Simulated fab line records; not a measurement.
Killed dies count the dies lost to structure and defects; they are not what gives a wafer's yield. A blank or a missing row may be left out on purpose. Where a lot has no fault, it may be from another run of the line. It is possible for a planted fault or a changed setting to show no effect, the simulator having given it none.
Comparing a struck lot with a sound one + flow n5_finfet + 25 steps out of a route of 1938
Sound: wafers L327.1, L327.4, L327.6. Struck: wafers L320.3, L320.5, L320.6. The cause is given at the end.
For every step that has rows: the tool of each side, followed by ch and its chambers, followed by its first start. Under that, the readings that differ: sound wafers + struck wafers + difference of the means + sigmas: that difference in standard deviations of wafers without a fault.
alike: words and numbers the same on both sides, and readings whose means are apart by under 2 such deviations; not compared: readings that were withheld, readings missing a value for some wafer, numbers with overlapping values and no deviation given by the record, and bounds like >300 which may hide the same value.
The two part at a step that has a row with sigmas, a row that says differs or no value, or rows on one side only. When numbers do not overlap yet have no deviation, they are printed without sigmas and do not part them. A reading missing from all wafers of one side parts the sides only when that side holds two or more wafers.

first, 10 steps without rows for these wafers: N5_DUMMY_GATE_UV_OZONE_45 (time 120 s); N5_SPACER0_ALD_07 (deposits SiNx, target thk 2 nm); N5_SPACER0_ALD_00 (deposits SiOCN, target thk 3.5 nm, pulse time 3 s, purge time 2 s); N5_SPACER0_ALD_08 (deposits SiNx, target thk 2 nm); N5_SD_EPI_N_COAT_32 (time 60 s, resist thk 350 nm); N5_SD_EPI_N_COAT_33 (time 60 s, resist thk 35 nm); N5_SD_EPI_N_COAT_03 (resist thk 150 nm); N5_SD_EPI_N_EBR_05; N5_SD_EPI_N_SOFTBAKE_04 (time 60 s); N5_SD_EPI_N_EXPOSE_06 (exposes mask SD N BLK, target cd 120 nm).
N5_SD_EPI_N_PEB_07: peb time 60 s.
  sound on litho_track-03 ch 0, day 7 18:30; struck on litho_track-02 ch 0, day 6 00:11
| reading                  | sound             | struck            | difference | sigmas |
|--------------------------|-------------------|-------------------|------------|--------|
| heater_power_total_W (W) | 174.5 174.8 174.7 | 191.9 188.0 187.9 | +14.6      | +9     |
  alike: resist_line_temp_C
then, 1 step without rows for these wafers: N5_SD_EPI_N_DEVELOP_08 (develop time 30 s).
N5_SD_EPI_N_CD_MEAS_09: target cd 120 nm.
  sound on cd_sem-02 ch 0, day 7 18:34; struck on cd_sem-02 ch 0, day 6 00:15
| reading    | sound             | struck            | difference | sigmas |
|------------|-------------------|-------------------|------------|--------|
| cd_nm (nm) | 119.7 119.7 120.2 | 115.4 116.3 116.1 | -3.9       | -5     |
N5_SD_EPI_N_DESCUM_14: chemistry O2, time 7.9 s.
  sound on rie_diel-04 ch 1,3, day 7 18:40; struck on rie_diel-01 ch 1,2, day 6 00:20
| reading                   | sound           | struck            | difference | sigmas |
|---------------------------|-----------------|-------------------|------------|--------|
| oes_product_au (a.u.)     | 0.99 0.88 0.98  | 0.70 0.69 0.70    | -0.25      | -3     |
| model.SD_EPI_N.cd_nm (nm) | 120 119.6 120.2 | 115.6 116.6 116.2 | -3.8       |        |
  alike: drypump_motor_current_A, rf_vpp_V, showerhead_plenum_p_Torr, throttle_valve_pct
  not compared: rf_hours_counter_h
then, 7 steps without rows for these wafers: N5_SD_EPI_N_ETCH_34 (etches SiARC in CF4, target depth 45.5 nm, time 75.8 s); N5_SD_EPI_N_ETCH_35 (etches SOC in N2/H2, overetch 108 nm, time 486 s); N5_SD_EPI_N_STRIP_36 (strips in N2/H2); N5_SD_EPI_N_ETCHBACK_44 (etches SiNx in CH3F/O2, stops on SiO2, target depth 14.5 nm); N5_SD_EPI_N_ETCH_45 (etches SiOCN in CH3F/O2, target depth 6 nm); N5_SD_EPI_N_ETCH_16 (etches SiO2 in CHF3/O2, target depth 5 nm); N5_SD_EPI_N_STRIP_47 (strips in CHF3/O2).
N5_SD_EPI_N_SD_RECESS_17: chemistry HBr/Cl2/O2, target depth 41 nm, time 23.7 s, bt time 3 s.
  sound on rie_si-03 ch 1,3, day 7 19:20; struck on rie_si-04 ch 0,1, day 6 01:01
| reading                   | sound             | struck            | difference | sigmas |
|---------------------------|-------------------|-------------------|------------|--------|
| HBr_flow_sccm (sccm)      | 150.1 150.0 148.2 | 150.2 150.3 151.0 | +1.1       | +2     |
| model.SD_EPI_N.cd_nm (nm) | 119.6 119.4 119.8 | 115.8 116.6 115.4 | -3.7       |        |
  alike: drypump_motor_current_A, he_backside_leak_sccm, oes_product_au, throttle_valve_pct
  not compared: rf_hours_counter_h
then, 1 step without rows for these wafers: N5_SD_EPI_N_STRIP_38 (strips in N2/H2).
-- a jump in the record: the struck wafers' starts before and after are 6 days apart (it breaks off in module SD_EPI_N and resumes in module BEOL_M4, where the first step shown is number 1111 of the route) --
N5_BEOL_M4_RC_MEAS_101:
  sound on prober-01 ch 0, day 13 09:58; struck on prober-01 ch 0, day 12 12:49
| reading        | sound          | struck         | difference | sigmas |
|----------------|----------------|----------------|------------|--------|
| DIBL_P (mV/V)  | 40.4 41.2 39.8 | 34.9 36.7 35.1 | -4.9       | -2     |
| IOFF_N (nA/um) | 0.22 0.25 0.20 | 0.13 0.16 0.14 | -0.08      | -2     |
| SS_N (mV/dec)  | 72.9 73.2 73.0 | 71.4 71.6 71.3 | -1.6       | -3     |
  alike: DIBL_N, IOFF_P, ION_N, ION_P, SS_P, VT_N, VT_P
after that, 1 step had no rows for these wafers: N5_PASSIVATION_PROBE_49.

== WHERE THEY PART ==
At N5_SD_EPI_N_PEB_07 first; at N5_BEOL_M4_RC_MEAS_101 last (within this record only).

WHY: the cause the simulator had injected
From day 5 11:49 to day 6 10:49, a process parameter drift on litho_track-02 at N5_SD_EPI_N_PEB_07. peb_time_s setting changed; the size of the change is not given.
